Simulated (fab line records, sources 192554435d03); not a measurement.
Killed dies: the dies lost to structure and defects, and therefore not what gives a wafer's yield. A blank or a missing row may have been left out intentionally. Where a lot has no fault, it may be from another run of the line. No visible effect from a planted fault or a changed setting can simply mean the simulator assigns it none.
Code-filled problem report in 8D (eight disciplines) form ; flow n5Finfet ; the parts of the form that need people (team, actions taken, sign-off) are left out

== 1. PROBLEM STATEMENT ==
Mean of spinSpeedRpm at N5_BEOL_M7_COAT_05: 1380.3 rpm across 6 wafers in 2 lots; on wafers with no fault it is 1499.9 rpm (standard deviation 0.89). That is -99 or more standard deviations from the usual mean.
The step: resist thk 90 nm.
Earliest sighting: wafer L996.4 on lithoTrack-02 at day 10 01:41. Wafers with a number at this step in the record: 17, from 6 lots. Rule for "out", or "out of limits": more than 4 standard deviations from the usual mean. Any other wafer with a number is counted as sound.

== 2. WHAT IT IS; WHAT IT IS NOT ==
question;is;is not
which readings at this step;spinSpeedRpm;exhaustPa
which lots;L996, L997;L112, L114, L991, L993
which wafers of those lots;all that have a number;-
read on which tools;lithoTrack-02;lithoTrack-04
when;from day 10 01:41;"up to then (5 sound wafers); but 6 sound wafers of L112, L114 came after"

== 3. WHAT RULES OUT EACH SUSPECT ==
Counting: a tool at a process step up to the reading stays a suspect if it ran every lot that is out and no sound lot after the first of them.
- pecvd-02 at N5_BEOL_M7_PECVD_70 (deposits SiO2 from TEOS/O2, target thk 20 nm, time 22.7 s): kept. It ran every lot that is out, first L996 (day 10 01:23), and no sound lot after that.
- pvdSputter-01 at N5_BEOL_M7_HM_DEP_02 (deposits TiN, target thk 20 nm): ruled out as a lasting fault. Sound lots L114 ran on it after its first lot that is out, L996 (day 10 01:32).
- lithoTrack-02 at N5_BEOL_M7_COAT_05 (resist thk 90 nm): kept. It processed each lot that is out, first L996 at day 10 01:41, and no sound lot thereafter; up to then, the last sound lot it processed was L993 at day 9 02:44. On those wafers its own readings are out: spinSpeedRpm.
The count leaves lithoTrack-02 at N5_BEOL_M7_COAT_05 and pecvd-02 at N5_BEOL_M7_PECVD_70.

== 4. THE CAUSE (what the simulator had put in) ==
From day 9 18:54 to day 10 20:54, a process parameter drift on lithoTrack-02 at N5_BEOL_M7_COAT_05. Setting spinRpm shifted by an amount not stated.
Counting leaves 2 suspects; this tool is one of them.

== 5. THE CHAIN OF EFFECTS, in route order ==
One row per reading whose mean, taken over the struck wafers that have a number, lies over 3 standard deviations from the usual. Only readings whose record carries a usual standard deviation are examined. hours: median over the lots of the time between each lot's start at the first step of this table that gives one and its start at this step. sigmas: the change, counted in usual standard deviations.
hours;step;reading;usual;on struck wafers;change;sigmas
0;N5_BEOL_M7_COAT_05;spinSpeedRpm;1499.9 rpm;1380.3;-119.6;-99 or more
Process steps it contains:
- N5_BEOL_M7_COAT_05: resist thk 90 nm.
At these later measuring or inspecting steps, every struck wafer for which the step has a row has a number for every such reading, and none has moved that far: N5_BEOL_M7_CD_MEAS_11, N5_BEOL_M7_OVL_MEAS_12, N5_BEOL_M7_INSPECT_13.

== 6. WHAT WOULD HAVE CAUGHT IT SOONER ==
7 hours passed between the start of the fault at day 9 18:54 and the first reading out of limits in this record, taken at day 10 01:41.
